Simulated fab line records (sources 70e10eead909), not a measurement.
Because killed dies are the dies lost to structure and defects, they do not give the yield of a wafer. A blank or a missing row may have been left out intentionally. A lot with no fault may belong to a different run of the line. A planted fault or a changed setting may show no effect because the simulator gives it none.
Matching of chambers	flow nand-harc	NHARC_A_BONDPAD_STRIP_15 on rie-diel-06: 4 sister chambers
The step strips in O2. 18 wafers are shown with their chamber, then 9 later ones without.

## WAFERS, EACH WITH ITS CHAMBER
wafer	chamber	oes-product-au (a.u.)	chamber-pressure-mTorr (mTorr)	throttle-valve-pct (%)
L412.2	0	0.995	60.00	17.049
L412.4	3	0.994	60.13	17.039
L412.5	1	0.988	59.92	17.046
L411.2	2	1.003	59.98	17.029
L411.4	3	0.996	60.06	17.033
L411.5	0	0.985	60.01	17.041
L419.2	0	0.979	59.96	17.025
L419.3	2	1.012	59.99	17.031
L419.5	3	0.979	59.97	17.049
L426.1	2	1.015	59.95	17.034
L426.2	0	0.990	59.88	17.043
L426.5	0	0.989	60.03	17.035
L428.1	0	0.979	59.93	17.048
L428.2	2	1.006	60.05	17.025
L428.6	2	0.996	59.98	17.046
L429.1	0	0.989	60.04	17.040
L429.3	3	0.976	60.01	17.031
L429.5	2	1.012	59.98	17.031

SIGNATURES, as means of the wafers listed above
reading	chamber 0	chamber 1	chamber 2	chamber 3	scatter within a chamber
oes-product-au	0.98657	0.98800	1.00733	0.98625	0.00744
chamber-pressure-mTorr	59.9786	59.9200	59.9883	60.0425	0.0535
throttle-valve-pct	17.04014	17.04600	17.03267	17.03800	0.00783
Rule: for a wafer and a chamber, the distance is found by dividing, reading by reading, the gap between the wafer's reading and the chamber's mean by the reading's scatter, squaring, summing and taking the root. If the next closest chamber is less than 2 further off than the closest, the wafer can't be placed; otherwise it belongs to the closest. The scatter: the root of (the sum of the squares of (reading less its chamber's mean) over the shown wafers, divided by (wafers less chambers)).

## WAFERS WITHOUT THEIR CHAMBER
wafer	oes-product-au (a.u.)	chamber-pressure-mTorr (mTorr)	throttle-valve-pct (%)
L433.1	0.995	59.96	17.043
L433.3	1.015	59.98	17.053
L433.4	1.015	60.00	17.030
L431.2	1.013	59.97	17.032
L431.3	1.002	60.03	17.029
L431.4	0.983	60.01	17.048
L434.3	1.004	60.02	17.032
L434.4	1.004	60.01	17.046
L434.6	0.973	59.98	17.038

## THE CHAMBER EACH PASSED THROUGH
wafer	from the rows above	in truth
L433.1	can't be placed: 0 or 1 or 3 or 2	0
L433.3	can't be placed: 2 or 1 or 0 or 3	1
L433.4	2	2
L431.2	2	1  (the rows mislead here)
L431.3	can't be placed: 2 or 3 or 0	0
L431.4	can't be placed: 0 or 3 or 1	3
L434.3	can't be placed: 2 or 3 or 0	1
L434.4	can't be placed: 2 or 0 or 3 or 1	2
L434.6	can't be placed: 0 or 3 or 1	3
1 of 9 placed correctly. Not placeable from these rows: 7 (in 6, the candidates include the true chamber). Wrongly placed: 1.
